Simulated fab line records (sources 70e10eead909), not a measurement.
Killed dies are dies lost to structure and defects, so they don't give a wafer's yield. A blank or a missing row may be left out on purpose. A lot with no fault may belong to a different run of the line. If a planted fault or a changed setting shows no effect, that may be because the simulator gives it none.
3 desks looking at one fault || flow nand-harc || each desk holds nothing but its own numbers, with what lay behind them at the end

## THE METROLOGY DESK
What the gauges read for every lot (on any tool): the sampled wafers with a number, averaged. The brackets show how far a lot's mean lies from the usual mean; more than 4 standard deviations puts the lot out of limits, marked OUT.
Columns: A = cd-nm at NHARC_A_CHANNEL_HOLE_D2_CD_MEAS_18, usual 99.7 nm
{"lot": "L726", "first seen here": "day 13 03:20", "A": 97.2}
{"lot": "L727", "first seen here": "day 13 19:10", "A": 99.6}
{"lot": "L729", "first seen here": "day 14 07:47", "A": 101.0}
{"lot": "L732", "first seen here": "day 15 16:32", "A": 99.7}
{"lot": "L734", "first seen here": "day 16 04:14", "A": 100.2}
{"lot": "L736", "first seen here": "day 17 07:11", "A": 99.2}
{"lot": "L740", "first seen here": "day 19 03:08", "A": 97.0}
{"lot": "L742", "first seen here": "day 19 21:31", "A": 101.3}
{"lot": "L744", "first seen here": "day 20 23:20", "A": 99.2}
{"lot": "L748", "first seen here": "day 22 09:32", "A": 97.7}
{"lot": "L747", "first seen here": "day 22 10:16", "A": 99.4}
{"lot": "L749", "first seen here": "day 22 17:16", "A": 99.5}
This desk's verdict: no lot among the 12 shows anything out of limits.

## FOR THE TOOL OWNER'S DESK: har-etch-02
The tool's own readings at NHARC_A_CHANNEL_HOLE_D2_ETCH_25 (etches the open film in C4F8/O2/Ar, time 1040.2 s, target depth 1500 nm): means of the sampled wafers that have a number, for each lot that ran on this tool. The brackets show how far a lot's mean lies from the usual mean; more than 4 standard deviations puts the lot out of limits, marked OUT.
Columns: A = drypump-motor-current-A at NHARC_A_CHANNEL_HOLE_D2_ETCH_25, usual 5.8 A; B = showerhead-plenum-p-Torr at NHARC_A_CHANNEL_HOLE_D2_ETCH_25, usual 3.68 Torr; C = throttle-valve-pct at NHARC_A_CHANNEL_HOLE_D2_ETCH_25, usual 32.236 %
{"lot": "L727", "first seen here": "day 13 22:08", "A": 6.0, "B": 3.63, "C": 32.236}
{"lot": "L729", "first seen here": "day 14 10:45", "A": 6.0, "B": 3.63, "C": 32.242}
{"lot": "L736", "first seen here": "day 17 13:01", "A": 5.8, "B": 3.85, "C": 32.244}
{"lot": "L740", "first seen here": "day 19 07:57", "A": 5.9, "B": 3.83, "C": 32.238}
{"lot": "L742", "first seen here": "day 20 00:29", "A": 5.7, "B": 3.90, "C": 32.242}
{"lot": "L747", "first seen here": "day 22 13:35", "A": 5.7, "B": 3.88, "C": 32.231}
This desk's verdict: no lot among the 6 shows anything out of limits.

## THE DEFECT DESK
Per lot, the means of the sampled wafers with a number show what the inspections along the route counted. The brackets show how far a lot's mean lies from the usual mean; more than 4 standard deviations puts the lot out of limits, marked OUT.
Columns: A = raw-defect-count at NHARC_A_CHANNEL_HOLE_D2_INSPECT_40, usual 278
{"lot": "L726", "first seen here": "day 13 09:17", "A": 340}
{"lot": "L727", "first seen here": "day 14 00:55", "A": 316}
{"lot": "L729", "first seen here": "day 14 15:07", "A": 306}
{"lot": "L732", "first seen here": "day 15 22:20", "A": 376}
{"lot": "L734", "first seen here": "day 16 10:01", "A": 248}
{"lot": "L736", "first seen here": "day 17 15:50", "A": 272}
{"lot": "L740", "first seen here": "day 19 10:36", "A": "908 (+8.3) OUT"}
{"lot": "L742", "first seen here": "day 20 03:19", "A": "818 (+7.1) OUT"}
{"lot": "L744", "first seen here": "day 21 06:13", "A": 228}
{"lot": "L748", "first seen here": "day 22 15:39", "A": 231}
{"lot": "L747", "first seen here": "day 22 16:15", "A": 337}
{"lot": "L749", "first seen here": "day 22 23:02", "A": 227}
This desk's verdict: out of limits on L740, L742, starting with L740 at day 19 10:36 (raw-defect-count at NHARC_A_CHANNEL_HOLE_D2_INSPECT_40). L726, L727, L729, L732, L734, L736, L744, L748, L747, L749 stayed within limits.

## PUT TOGETHER
The defect desk could have raised an alarm at day 19 10:36, on L740, L742.
Metrology desk: nothing out of limits seen.
The desk of the tool owner found nothing out of limits.
The metrology desk holds a record of L740, L742, inside its limits.
On record at the tool owner's desk: L740, L742, within its limits.
The lots listed all ran NHARC_A_CHANNEL_HOLE_D2_ETCH_25 on har-etch-02.

## WHAT WAS PUT IN BY THE SIMULATOR
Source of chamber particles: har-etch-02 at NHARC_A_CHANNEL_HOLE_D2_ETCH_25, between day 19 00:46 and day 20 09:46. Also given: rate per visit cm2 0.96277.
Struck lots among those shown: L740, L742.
Hours from the fault's start to each desk's first reading out of limits: the defect desk, 10.
